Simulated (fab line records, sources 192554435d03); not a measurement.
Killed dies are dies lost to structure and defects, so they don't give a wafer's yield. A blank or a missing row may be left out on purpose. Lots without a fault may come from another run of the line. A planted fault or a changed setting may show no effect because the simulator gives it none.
Chamber matching | flow n5_finfet | N5_BEOL_M10_ETCH_61 on rie_diel-01: 4 sister chambers
The step etches SiARC in CF4, target depth 39 nm, time 65 s. 8 wafers are shown with their chamber, then 8 later ones without.

WAFERS WITH THEIR CHAMBER
wafer  | chamber | etch_rf_on_time_s (s) | throttle_valve_pct (%)
L082.1 | 2       | 65.9                  | 15.45
L082.4 | 2       | 65.6                  | 15.43
L082.6 | 1       | 66.5                  | 15.88
L085.5 | 3       | 65.3                  | 15.62
L090.3 | 1       | 63.9                  | 15.44
L090.5 | 3       | 66.0                  | 15.64
L090.6 | 0       | 62.2                  | 15.50
L093.2 | 0       | 62.2                  | 15.50

WAFERS WITHOUT THEIR CHAMBER
wafer  | etch_rf_on_time_s (s) | throttle_valve_pct (%)
L093.4 | 63.8                  | 15.43
L093.6 | 63.7                  | 15.49
L091.1 | 64.2                  | 15.50
L091.4 | 62.2                  | 15.51
L091.5 | 63.8                  | 15.48
L095.1 | 65.7                  | 15.68
L095.5 | 65.7                  | 15.70
L095.6 | 63.9                  | 15.51

WHICH CHAMBER EACH WENT THROUGH
wafer  | from the rows above               | in truth
L093.4 | can't be placed: 0 or 2 or 1 or 3 | 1
L093.6 | can't be placed: 0 or 1 or 2 or 3 | 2
L091.1 | can't be placed: 1 or 2 or 3 or 0 | 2
L091.4 | 0                                 | 0
L091.5 | can't be placed: 0 or 1 or 2 or 3 | 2
L095.1 | can't be placed: 3 or 1 or 2      | 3
L095.5 | can't be placed: 3 or 1 or 2      | 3
L095.6 | can't be placed: 1 or 0 or 3 or 2 | 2
Placed correctly: 1 of 8. Can't be placed from these rows: 7 (the true chamber is among the candidates in 7). Placed wrongly: 0.
How it was worked out, from the rows above alone: a wafer's distance from a chamber is the root of the sum, over the readings, of the square of ((its reading less the chamber's mean) divided by the reading's scatter). The wafer belongs to the nearest chamber; if the next one is less than 2 further off, it can't be placed. A chamber's mean is the mean of its shown wafers. The scatter: the root of (the sum of the squares of (reading less its chamber's mean) over the shown wafers, divided by (wafers less chambers)).
